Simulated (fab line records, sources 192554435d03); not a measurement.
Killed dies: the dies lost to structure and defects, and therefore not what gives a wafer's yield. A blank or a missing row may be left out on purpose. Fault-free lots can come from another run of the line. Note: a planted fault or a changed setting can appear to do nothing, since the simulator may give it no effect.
Chamber matching    flow n5_finfet    rie_diel-03 running N5_BEOL_M2_STRIP_36: 4 sister chambers
The step strips in N2/H2. 18 wafers are shown with their chamber, then 9 later ones without.

## WAFERS WITH THEIR CHAMBER
wafer   chamber  showerhead_plenum_p_Torr (Torr)  drypump_motor_current_A (A)  throttle_valve_pct (%)
L074.1  0        2.62                             5.5                          23.9
L074.3  3        2.58                             5.6                          23.5
L074.5  0        2.62                             5.5                          23.9
L077.1  1        2.38                             5.4                          23.5
L077.3  2        2.44                             5.8                          23.8
L077.5  0        2.62                             5.6                          23.9
L080.1  3        2.57                             5.6                          23.5
L080.2  1        2.37                             5.4                          23.5
L080.6  0        2.61                             5.5                          23.9
L087.2  0        2.61                             5.6                          23.9
L087.4  3        2.56                             5.6                          23.5
L087.6  0        2.61                             5.5                          24.0
L089.2  3        2.56                             5.6                          23.5
L089.4  1        2.37                             5.4                          23.5
L089.6  3        2.56                             5.6                          23.6
L090.1  3        2.56                             5.6                          23.5
L090.5  1        2.36                             5.4                          23.5
L090.6  0        2.60                             5.6                          24.0

SIGNATURES (averages over the wafers above)
reading                   chamber 0  chamber 1  chamber 2  chamber 3  scatter within a chamber
showerhead_plenum_p_Torr  2.6129     2.3700     2.4400     2.5650     0.00799
drypump_motor_current_A   5.543      5.400      5.800      5.600      0.035
throttle_valve_pct        23.929     23.500     23.800     23.517     0.0402
Rule: for a wafer and a chamber, the distance is found by dividing, reading by reading, the gap between the wafer's reading and the chamber's mean by the reading's scatter, squaring, summing and taking the root. If the next closest chamber is less than 2 further off than the closest, the wafer can't be placed; otherwise it belongs to the closest. How the scatter is found: for the shown wafers, subtract from each reading the mean of its chamber, square and add these, divide the total by (wafers less chambers), then take the root.

## WAFERS WITHOUT THEIR CHAMBER
wafer   showerhead_plenum_p_Torr (Torr)  drypump_motor_current_A (A)  throttle_valve_pct (%)
L092.2  2.60                             5.5                          24.0
L092.5  2.42                             5.7                          23.8
L092.6  2.56                             5.6                          23.6
L093.3  2.56                             5.7                          23.6
L093.4  2.42                             5.7                          23.8
L093.5  2.36                             5.4                          23.5
L096.1  2.42                             5.8                          23.8
L096.2  2.56                             5.6                          23.6
L096.3  2.60                             5.5                          24.0

## CHAMBER TAKEN BY EACH
wafer   from the rows above  in truth
L092.2  0                    0
L092.5  2                    2
L092.6  3                    3
L093.3  3                    3
L093.4  2                    2
L093.5  1                    1
L096.1  2                    2
L096.2  3                    3
L096.3  0                    0
Correct placement for 9 of the 9. Left unplaced by these rows: 0. Wrongly placed: 0.
